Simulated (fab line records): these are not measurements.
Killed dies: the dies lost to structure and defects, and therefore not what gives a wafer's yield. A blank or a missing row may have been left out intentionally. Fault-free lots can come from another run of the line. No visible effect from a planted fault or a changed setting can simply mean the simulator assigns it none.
Problem report, 8D (eight disciplines) form, completed by code :: flow nandHarc :: the parts of the form that need people (team, actions taken, sign-off) are left out

## 1. PROBLEM STATEMENT
Wafers with no fault read 31 with a standard deviation of 10, whereas killedDies at NHARC_END_SORT_01 reads a mean of 101 on 1 wafer of 1 lot. Relative to the usual mean, that is a shift of +7.0 standard deviations.
Earliest sighting: wafer L133.1 on prober-02 at day 23 22:14. At this step, 2 wafers from 2 lots have a number in the record. Rule for "out" (also "out of limits"): further than 4 standard deviations from the usual mean. The rest of the wafers with a number are treated as sound.

## 2. WHAT THIS IS AND IS NOT
question: which readings at this step
is: killedDies, killedAtArray
is not: killedAtOther, killedAtPeriphery, killedOpen, killedShort

question: which lots
is: L133
is not: L120

question: which wafers of those lots
is: all that have a number
is not: -

question: read on which gauges
is: prober-02
is not: -

question: when
is: from day 23 22:14
is not: up to then (1 sound wafer)

## 3. SUSPECTS, AND WHAT RULES EACH OUT
Counting: a tool at any process step up to the reading remains a suspect when it ran all the lots that are out and ran no sound lot after the first of those.
- the gauge at NHARC_END_SORT_01: kept. All the wafers that are out were read on prober-02, and no step on other tools shows them out.
- rieDiel-04 at NHARC_A_SGD_CUT_DESCUM_14 (chemistry O2, time 3 s): kept. It ran the lot that is out, L133 (day 18 17:19), and no sound lot after that.
- rieDiel-04 at NHARC_A_SGD_CUT_ETCH_59 (etches the open film in N2/H2, target depth 260 nm, time 406.25 s): kept. It ran the lot that is out, L133 (day 18 18:17), and no sound lot after that. NHARC_A_SGD_CUT_ETCH_59 gives no start for some lots, so the hours and the order of its lots are those of NHARC_A_SGD_CUT_PRECLEAN_18.
- rieDiel-04 at NHARC_A_SGD_CUT_ETCH_16 (etches the open film in C4F8/O2/Ar, target depth 310.5 nm, time 155.2 s): kept. It ran the lot that is out, L133 (day 18 18:17), and no sound lot after that. NHARC_A_SGD_CUT_ETCH_16 gives no start for some lots, so the hours and the order of its lots are those of NHARC_A_SGD_CUT_PRECLEAN_18.
- wetBench-03 at NHARC_A_SGD_CUT_PRECLEAN_18 (cleans in SC1): kept. It ran the lot that is out, L133 (day 18 18:17), and no sound lot after that; its last sound lot up to then is L120 (day 15 08:22).
- cmp-02 at NHARC_A_SGD_CUT_CMP_21 (polishes, target thk 148.19 nm): kept. It ran the lot that is out, L133 (day 19 00:07), and no sound lot after that.
- rieDiel-07 at NHARC_A_SGD_CUT_ETCHBACK_24 (etches the open film in CH3F/O2, target depth 50 nm, time 92.857 s): kept. It ran the lot that is out, L133 (day 19 00:34), and no sound lot after that; its last sound lot up to then is L120 (day 15 12:58).
Left after counting: rieDiel-04 at NHARC_A_SGD_CUT_DESCUM_14, rieDiel-04 at NHARC_A_SGD_CUT_ETCH_59, rieDiel-04 at NHARC_A_SGD_CUT_ETCH_16, wetBench-03 at NHARC_A_SGD_CUT_PRECLEAN_18, cmp-02 at NHARC_A_SGD_CUT_CMP_21, rieDiel-07 at NHARC_A_SGD_CUT_ETCHBACK_24, prober-02 at NHARC_END_SORT_01.

## 4. THE CAUSE (what the simulator had put in)
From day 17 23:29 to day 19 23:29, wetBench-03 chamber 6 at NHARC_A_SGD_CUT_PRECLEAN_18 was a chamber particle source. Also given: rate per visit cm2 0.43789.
7 suspects survive the count, and this tool is in that group.

## 5. THE CHAIN OF EFFECTS, in route order
Each row: a reading whose mean over the struck wafers that have a number lies more than 3 standard deviations from the usual. Readings are gone through only where the record gives a usual standard deviation; hours: the median, over the lots, of the time from a lot's start at the first step in this table giving one to that lot's start at this step; sigmas: the change measured in usual standard deviations.
hours: 0
step: NHARC_END_SORT_01
reading: killedAtArray
usual: 27
on struck wafers: 94
change: +67
sigmas: +6.8

hours: 0
step: NHARC_END_SORT_01
reading: killedDies
usual: 31
on struck wafers: 101
change: +70
sigmas: +7.0

## 6. WHAT WOULD HAVE CAUGHT IT SOONER
In this record the first reading out of limits at a measuring or inspecting step was taken at day 23 22:14, 143 hours after the fault began at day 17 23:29.
Of the tool readings at NHARC_A_SGD_CUT_PRECLEAN_18 for which the record gives a usual standard deviation, none was out on any struck wafer, so an alarm limit of 4 standard deviations on them would not have fired.
By day 23 22:14, every lot that is out (1) had started NHARC_A_SGD_CUT_PRECLEAN_18 on wetBench-03. A hold on the tool at that time would have spared none of them.
